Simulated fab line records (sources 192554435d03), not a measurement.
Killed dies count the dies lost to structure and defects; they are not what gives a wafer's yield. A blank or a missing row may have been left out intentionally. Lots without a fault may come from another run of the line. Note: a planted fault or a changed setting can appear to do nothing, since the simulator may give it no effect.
Chamber matching + flow n5_finfet + N5_MOL_CONTACT_COAG_CMP_52 on cmp-02: 4 sister chambers
The step polishes, stops on SiO2, t overpolish 1.5 s, target thk 66.5 nm. 8 wafers are shown with their chamber, then 9 later ones without.

== EACH WAFER AND ITS CHAMBER ==
| wafer  | chamber | motor_current_A (A) | overpolish_run_s (s) |
|--------|---------|---------------------|----------------------|
| L087.5 | 1       | 12.8                | 1.491                |
| L089.1 | 0       | 10.8                | 1.512                |
| L089.5 | 2       | 13.0                | 1.504                |
| L089.4 | 1       | 12.6                | 1.518                |
| L089.6 | 3       | 11.2                | 1.486                |
| L094.1 | 0       | 11.3                | 1.482                |
| L094.2 | 2       | 12.8                | 1.506                |
| L094.6 | 3       | 11.4                | 1.501                |

== WAFERS MISSING THEIR CHAMBER ==
| wafer  | motor_current_A (A) | overpolish_run_s (s) |
|--------|---------------------|----------------------|
| L096.1 | 11.7                | 1.484                |
| L096.2 | 10.5                | 1.490                |
| L096.3 | 12.2                | 1.503                |
| L097.2 | 11.2                | 1.505                |
| L097.4 | 12.6                | 1.496                |
| L097.6 | 12.3                | 1.504                |
| L097.1 | 12.4                | 1.512                |
| L097.3 | 11.3                | 1.488                |
| L097.5 | 10.7                | 1.507                |

== WHICH CHAMBER EACH WENT THROUGH ==
| wafer  | from the rows above          | in truth |
|--------|------------------------------|----------|
| L096.1 | can't be placed: 3 or 0      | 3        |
| L096.2 | can't be placed: 0 or 3      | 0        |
| L096.3 | can't be placed: 1 or 2 or 3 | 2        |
| L097.2 | can't be placed: 0 or 3      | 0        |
| L097.4 | can't be placed: 1 or 2      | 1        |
| L097.6 | can't be placed: 1 or 2      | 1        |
| L097.1 | can't be placed: 1 or 2      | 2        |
| L097.3 | can't be placed: 3 or 0      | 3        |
| L097.5 | can't be placed: 0 or 3      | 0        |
Correctly placed: 0 of 9. Not placeable from these rows: 9 (in 9, the candidates include the true chamber). Number placed wrongly: 0.
How it was worked out, from the rows above alone: a wafer's distance from a chamber is the root of the sum, over the readings, of the square of ((its reading less the chamber's mean) divided by the reading's scatter). The wafer belongs to the nearest chamber; if the next one is less than 2 further off, it can't be placed. For every chamber, the mean is computed from those of its wafers that are shown. The scatter: the root of (the sum of the squares of (reading less its chamber's mean) over the shown wafers, divided by (wafers less chambers)).
